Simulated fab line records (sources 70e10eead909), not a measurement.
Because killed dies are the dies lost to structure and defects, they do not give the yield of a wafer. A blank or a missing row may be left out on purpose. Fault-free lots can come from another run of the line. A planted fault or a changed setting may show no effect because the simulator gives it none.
Chamber matching ; flow nandHarc ; pecvd-03 running NHARC_P_M0_DEP_32: 3 sister chambers
The step deposits SiCN, target thk 30 nm. 3 wafers are shown with their chamber, then 9 later ones without.

EACH WAFER AND ITS CHAMBER
wafer;chamber;heaterPowerW (W)
L088.6;0;639
L087.2;2;522
L087.5;1;726

WAFERS WHOSE CHAMBER IS MISSING
wafer;heaterPowerW (W)
L085.2;533
L085.3;620
L085.5;681
L086.3;609
L086.5;616
L086.6;751
L089.1;647
L089.2;545
L089.3;710

CHAMBER TAKEN BY EACH
wafer;from the rows above;in truth
L085.2;2;2
L085.3;0;0
L085.5;can't be placed: 0 or 1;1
L086.3;0;0
L086.5;0;0
L086.6;1;1
L089.1;0;0
L089.2;2;2
L089.3;1;1
Correctly placed: 8 of 9. Cannot be placed on the basis of these rows: 1; the candidates contain the true chamber in 1. 0 placed wrongly.
How it was worked out, from the rows above alone: a wafer's distance from a chamber is the root of the sum, over the readings, of the square of ((its reading less the chamber's mean) divided by the reading's scatter). The wafer belongs to the nearest chamber; if the next one is less than 2 further off, it can't be placed. For every chamber, the mean is computed from those of its wafers that are shown. The scatter: with one shown wafer a chamber, the root of the mean of the squares of how far each hidden wafer lies from its nearest shown one.
